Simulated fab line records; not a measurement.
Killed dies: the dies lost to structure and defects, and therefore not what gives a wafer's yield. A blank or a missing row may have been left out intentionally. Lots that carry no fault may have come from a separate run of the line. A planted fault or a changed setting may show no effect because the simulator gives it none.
A struck lot beside a sound one || flow n5_finfet || 36 steps out of a route of 1938
Sound: wafers L554.3, L554.5, L554.6. Struck: wafer L572.2 (L572.5, L572.6, from the same lot, were not struck and are left out); the cause is given at the end.
Per side, at each step with rows, come the tool, then ch with its chambers, and then its first start. Under that, the readings that differ: sound wafers || struck wafers || difference of the means || sigmas: that difference in standard deviations of wafers without a fault.
alike: words and numbers the same on both sides, and readings whose means are apart by under 2 such deviations; not compared: readings that were withheld, readings missing a value for some wafer, numbers with overlapping values and no deviation given by the record, and bounds like >300 which may hide the same value.
The two part at a step that has a row with sigmas, a row that says differs or no value, or rows on one side only. When numbers do not overlap yet have no deviation, they are printed without sigmas and do not part them. A reading that every wafer of one side lacks parts them only if that side has two wafers or more.

first, 9 steps without rows for these wafers: N5_BEOL_M4_ANNEAL_95 (time 240 s); N5_BEOL_M4_SPUTTER_96 (material Cu, target thk 4.5 nm, time 8.29 s); N5_BEOL_M4_ECD_50 (material Cu, target thk 300 nm); N5_BEOL_M4_ANNEAL_51 (time 90 s); N5_BEOL_M4_CMP_52 (polishes, stops on SiOC, t overpolish 6.8 s, target thk 40 nm); N5_BEOL_M4_PRE_CLEAN_60 (time 15 s); N5_BEOL_M4_CO_CAP_55 (material Co, precursor CCTBA/H2, target thk 2 nm, time 102.1 s); N5_BEOL_M4_PRE_CLEAN_56 (time 15 s); N5_BEOL_M4_DEP_57 (deposits SiCN from 3MS/NH3, target thk 8 nm, time 14 s).
N5_BEOL_M4_RC_MEAS_101:
  sound on prober-01 ch 0, day 8 02:57; struck on prober-01 ch 0, day 12 11:51
{"reading": "SS_N (mV/dec)", "sound": "71.5 71.4 71.4", "struck": 72.6, "difference": "+1.2", "sigmas": "+2"}
  alike: DIBL_N, DIBL_P, IOFF_N, IOFF_P, ION_N, ION_P, SS_P, VT_N, VT_P
then, 24 steps without rows for these wafers: N5_BEOL_M5_ILD_DEP_00 (deposits SiCOH lowk from DEMS/porogen, target thk 140.64 nm, time 25.9 s); N5_BEOL_M5_CURE_79 (cures SiCOH lowk, time 240 s); N5_BEOL_M5_PECVD_70 (deposits SiO2 from TEOS/O2, target thk 16 nm, time 18 s); N5_BEOL_M5_HM_DEP_02 (deposits TiN, target thk 20 nm); N5_BEOL_M5_COAT_59 (time 60 s, resist thk 60 nm); N5_BEOL_M5_COAT_60 (time 60 s, resist thk 12 nm); N5_BEOL_M5_COAT_71 (time 60 s, resist thk 5 nm); N5_BEOL_M5_COAT_05 (resist thk 30 nm); N5_BEOL_M5_EBR_07; N5_BEOL_M5_SOFTBAKE_06 (time 60 s); N5_BEOL_M5_EXPOSE_08 (exposes mask M5, target cd 28 nm); N5_BEOL_M5_PEB_09 (peb time 60 s); N5_BEOL_M5_DEVELOP_10 (develop time 30 s); N5_BEOL_M5_DESCUM_16 (chemistry O2, time 7 s); N5_BEOL_M5_ETCH_72 (etches underlayer in N2/H2, target depth 6.5 nm, time 5.2 s); N5_BEOL_M5_ETCH_61 (etches SiARC in CF4, target depth 15.6 nm, time 26 s); N5_BEOL_M5_ETCH_62 (etches SOC in N2/H2, target depth 75 nm, overetch 15 nm, time 112.5 s); N5_BEOL_M5_STRIP_63 (strips in N2/H2); N5_BEOL_M5_STRIP_73 (strips in N2/H2); N5_BEOL_M5_STRIP_64 (strips in CF4); N5_BEOL_M5_HM_OPEN_17 (chemistry Cl2/BCl3, target TiN, target depth 20 nm, overetch 6 nm); N5_BEOL_M5_STRIP_19 (strips in O2); N5_BEOL_M5_COAT_65 (time 60 s, resist thk 60 nm); N5_BEOL_M5_COAT_66 (time 60 s, resist thk 12 nm).
N5_BEOL_M7_SPUTTER_48: material Cu, target thk 10 nm, time 1.667 s.
  struck on pvd_sputter-03, day 13 23:32; sound on pvd_sputter-03, day 9 05:38
  alike: throttle_valve_pct
-- the record jumps here: 3 days lie between the struck wafers' starts before and after (it left off in module BEOL_M7 and takes up again in module PASSIVATION, whose first step shown is number 1936 of the route) --
N5_PASSIVATION_PROBE_49:
  struck on prober-02, day 16 21:01; sound on prober-02, day 12 03:14
{"reading": "defect_limited_yield (%)", "sound": "93.2 93.1 92.5", "struck": 84.5, "difference": -8.4, "sigmas": -6}
{"reading": "killed_at_M4_up", "sound": "16 14 20", "struck": 100, "difference": "+83", "sigmas": "+16"}
{"reading": "killed_dies", "sound": "80 82 89", "struck": 183, "difference": "+99", "sigmas": "+6"}
{"reading": "killed_on_rim", "sound": "10 10 10", "struck": 29, "difference": "+19", "sigmas": "+5"}
{"reading": "sort_bin_5_function (%)", "sound": "4.0 3.9 3.8", "struck": 9.6, "difference": "+5.7", "sigmas": "+6"}
{"reading": "sort_bin_6_memory (%)", "sound": "2.6 2.6 3.1", "struck": 5.7, "difference": "+2.9", "sigmas": "+4"}
{"reading": "sort_n_pass", "sound": "1100 1098 1091", "struck": 997, "difference": -99, "sigmas": -6}
{"reading": "sort_yield_pct (%)", "sound": "93.2 93.1 92.5", "struck": 84.5, "difference": -8.4, "sigmas": -6}
  alike: killed_at_M0_to_M3, killed_at_contacts, killed_at_front_end, killed_at_other, killed_open, killed_short

## WHERE THEY PART
Last at N5_PASSIVATION_PROBE_49 as far as this record goes, first at N5_BEOL_M4_RC_MEAS_101.

WHY: the cause the simulator had injected
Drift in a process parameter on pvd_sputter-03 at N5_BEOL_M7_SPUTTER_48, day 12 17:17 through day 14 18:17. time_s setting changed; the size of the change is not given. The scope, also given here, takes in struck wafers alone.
